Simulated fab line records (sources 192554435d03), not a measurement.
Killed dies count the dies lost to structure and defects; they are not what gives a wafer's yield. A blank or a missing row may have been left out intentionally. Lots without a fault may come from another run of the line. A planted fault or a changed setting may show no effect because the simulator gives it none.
A struck lot beside a sound one -- flow n5Finfet -- 16 out of 1938 route steps
Sound: these wafers, L827.1, L827.2, L827.6. Struck: wafer L832.5 (left out: L832.2, L832.6 of the same lot, which were not struck); the cause appears at the end.
For every step that has rows: the tool of each side, followed by ch and its chambers, followed by its first start. Under that, the readings that differ: sound wafers -- struck wafers -- difference of the means -- sigmas: that difference in standard deviations of wafers without a fault.
alike: same words and numbers on both sides, and readings whose means sit less than 2 such deviations apart. not compared: any withheld reading, any reading some wafer has no value for, any bound like >300 that may hide the same value, and any number with overlapping values for which the record gives no deviation.
A row with sigmas, a row that says differs or no value, or rows on one side alone: a step with any of these is where the two part. Non-overlapping numbers with no deviation appear without sigmas and do not part them. Lack of a reading on every wafer of one side parts them only where that side has two or more wafers.

first, 1 step without rows for these wafers: N5_FIN_SAQP_ETCH_69 (etches SOC in N2/H2, stops on SiNx, target depth 150 nm).
N5_FIN_SAQP_ETCH_67: etches SiNx in CH3F/O2, target depth 30 nm.
  sound on rieDiel-05 ch 1,2, day 3 02:01; struck on rieDiel-01 ch 1, day 4 08:21
reading,sound,struck,difference,sigmas
chamberPressureMTorr (mTorr),29.98 29.98 30.03,30.25,+0.25,+7
  alike: drypumpMotorCurrentA, oesProductAu, rfVppV, showerheadPlenumPTorr, throttleValvePct
  not compared: rfHoursCounterH
N5_FIN_SAQP_STRIP_70: strips in N2/H2.
  sound on rieDiel-05 ch 1,2, day 3 02:04; struck on rieDiel-01 ch 1, day 4 08:23
  alike: biasPowerW, chamberPressureMTorr, drypumpMotorCurrentA, n2FlowSccm, oesProductAu, rfVppV, showerheadPlenumPTorr, throttleValvePct
  not compared: rfHoursCounterH
N5_FIN_SAQP_RECESS_71: chemistry HF/NH3, target SiO2, target depth 3 nm, afs cycles 1, sublimation time 60 s.
  sound on vaporEtch-01 ch 0,1, day 3 02:07; struck on vaporEtch-01 ch 0, day 4 08:27
  alike: drypumpMotorCurrentA
then, 1 step without rows for these wafers: N5_FIN_SAQP_SPACER2_ALD_28 (deposits SiO2, target thk 8.1 nm, pulse time 1 s, purge time 2 s).
N5_FIN_SAQP_SPACER2_ETCHBACK_29: etches SiO2 in CHF3/O2, target depth 12.2 nm, time 6.1 s.
  sound on rieDiel-01 ch 1,2,3, day 3 03:02; struck on rieDiel-05 ch 2, day 4 09:07
  alike: chamberPressureMTorr, drypumpMotorCurrentA, oesProductAu, rfVppV, showerheadPlenumPTorr, throttleValvePct
  not compared: rfHoursCounterH
then, 1 step without rows for these wafers: N5_FIN_SAQP_MANDREL2_REMOVE_60 (chemistry HBr/Cl2/O2, target a-Si, stops on SiNx, bt time 10 s).
N5_FIN_SAQP_CD_MEAS_31 targets a cd of 8 nm.
  sound on cdSem-02 ch 0, day 3 03:14; struck on cdSem-03 ch 0, day 4 09:19
  alike: cdNm
then, 2 steps without rows for these wafers: N5_FIN_SAQP_HM_OPEN_33 (chemistry CH3F/O2, target SiNx, target depth 49.4 nm, time 70.6 s); N5_FIN_SAQP_ETCH_34 (etches SiO2 in C4F6/O2, target depth 45 nm, time 15 s).
N5_FIN_SAQP_STRIP_77: strips in N2/H2, time 90 s.
  sound on rieDiel-01 ch 0,3, day 3 03:30; struck on rieDiel-05 ch 1, day 4 09:27
reading,sound,struck,difference,sigmas
drypumpMotorCurrentA (A),6.3 6.4 6.4,5.1,-1.3,-3
  alike: biasPowerW, chamberPressureMTorr, n2FlowSccm, oesProductAu, rfVppV, showerheadPlenumPTorr, throttleValvePct
  not compared: rfHoursCounterH
N5_FIN_SAQP_HM_CD_35 targets a cd of 8 nm.
  sound on cdSem-03 at day 3 03:37; struck on cdSem-02 at day 4 09:34
  alike: cdNm
N5_FIN_SAQP_ETCH_64: etches SiO2 in CF4, target depth 1.5 nm.
  sound on rieSi-05 ch 0,1,3, day 3 03:40; struck on rieSi-06 ch 3, day 4 09:37
reading,sound,struck,difference,sigmas
oesProductAu (a.u.),1.020 0.989 1.007,0.821,-0.184,-13
model.etch.depthNm (nm),1.541 1.497 1.456,1.106,-0.392,
  alike: chamberPressureMTorr, drypumpMotorCurrentA, throttleValvePct
  not compared: rfHoursCounterH
then, 1 step without rows for these wafers: N5_FIN_SAQP_FIN_ETCH_36 (etches the open film in HBr/Cl2/O2, target depth 120 nm, time 50.4 s).
-- here the record skips 6 days between the struck wafers' starts before and after, leaving off in module FIN_SAQP and picking up in module BEOL_M4 (first step shown: number 1111 of the route) --
N5_BEOL_M4_RC_MEAS_101:
  sound on prober-01 ch 0, day 9 00:40; struck on prober-01 ch 0, day 10 03:36
  alike: DIBL_N, DIBL_P, IOFF_N, IOFF_P, ION_N, ION_P, SS_N, SS_P, VT_N, VT_P
then, 1 step without rows for these wafers: N5_PASSIVATION_PROBE_49.

## WHERE THEY PART
Last at N5_FIN_SAQP_ETCH_64 as far as this record goes, first at N5_FIN_SAQP_ETCH_67. Later steps at which nothing parts them and some readings are alike: N5_BEOL_M4_RC_MEAS_101.

WHY: the cause the simulator had injected
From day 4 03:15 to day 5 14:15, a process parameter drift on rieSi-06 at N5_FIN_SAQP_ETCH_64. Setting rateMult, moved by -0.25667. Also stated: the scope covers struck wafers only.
